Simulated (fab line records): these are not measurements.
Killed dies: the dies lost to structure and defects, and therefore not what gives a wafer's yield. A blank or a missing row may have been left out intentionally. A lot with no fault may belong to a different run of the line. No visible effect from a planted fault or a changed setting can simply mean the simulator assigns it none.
Chamber matching    flow n5-finfet    4 sister chambers for N5_HKMG_FIN_ETCH_35 on rie-diel-01
The step etches SOC in N2/H2, target depth 215.8 nm, time 243.4 s. 18 wafers are shown with their chamber, then 9 later ones without.

== WAFERS PAIRED WITH THEIR CHAMBERS ==
wafer   chamber  showerhead-plenum-p-Torr (Torr)  throttle-valve-pct (%)  drypump-motor-current-A (A)
L074.3  2        2.58                             17.90                   5.6
L074.4  3        2.47                             17.69                   6.1
L074.6  2        2.58                             17.88                   5.6
L077.1  1        2.39                             18.01                   5.0
L077.2  3        2.47                             17.69                   6.1
L077.6  2        2.58                             17.91                   5.6
L080.1  2        2.58                             17.92                   5.6
L080.2  0        2.47                             17.63                   6.2
L080.3  3        2.46                             17.68                   6.2
L082.4  0        2.47                             17.67                   6.3
L082.5  0        2.47                             17.65                   6.2
L082.6  2        2.57                             17.93                   5.7
L084.1  0        2.47                             17.67                   6.3
L084.4  2        2.57                             17.93                   5.7
L084.6  1        2.39                             18.03                   5.0
L086.1  0        2.46                             17.66                   6.3
L086.2  1        2.39                             18.04                   5.1
L086.3  2        2.57                             17.95                   5.6

SIGNATURES (averages over the wafers above)
reading                   chamber 0  chamber 1  chamber 2  chamber 3  scatter within a chamber
showerhead-plenum-p-Torr  2.4680     2.3900     2.5757     2.4667     0.00477
throttle-valve-pct        17.6560    18.0267    17.9171    17.6867    0.0185
drypump-motor-current-A   6.260      5.033      5.629      6.133      0.0532
Rule: a wafer lies at a distance from a chamber equal to the root of the sum of squares, over the readings, of (its reading less the chamber's mean, divided by the reading's scatter). If the next closest chamber is less than 2 further off than the closest, the wafer can't be placed; otherwise it belongs to the closest. The scatter: take each reading less its chamber's mean, square it, sum over the shown wafers, divide by the number of wafers less the number of chambers, and take the root.

== WAFERS WITHOUT THEIR CHAMBER ==
wafer   showerhead-plenum-p-Torr (Torr)  throttle-valve-pct (%)  drypump-motor-current-A (A)
L089.3  2.57                             17.96                   5.6
L089.4  2.57                             17.95                   5.6
L089.6  2.46                             17.74                   6.2
L090.2  2.46                             17.69                   6.2
L090.4  2.45                             17.73                   6.1
L090.6  2.46                             17.68                   6.2
L095.2  2.45                             17.77                   6.2
L095.3  2.46                             17.71                   6.2
L095.5  2.45                             17.73                   6.2

== WHICH CHAMBER EACH WENT THROUGH ==
wafer   from the rows above      in truth
L089.3  2                        2
L089.4  2                        2
L089.6  can't be placed: 3 or 0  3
L090.2  can't be placed: 3 or 0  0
L090.4  3                        3
L090.6  can't be placed: 3 or 0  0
L095.2  can't be placed: 3 or 0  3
L095.3  can't be placed: 3 or 0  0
L095.5  can't be placed: 3 or 0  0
3 of 9 placed correctly. From these rows, 6 cannot be placed; in 6 the true chamber is one of the candidates. Number placed wrongly: 0.
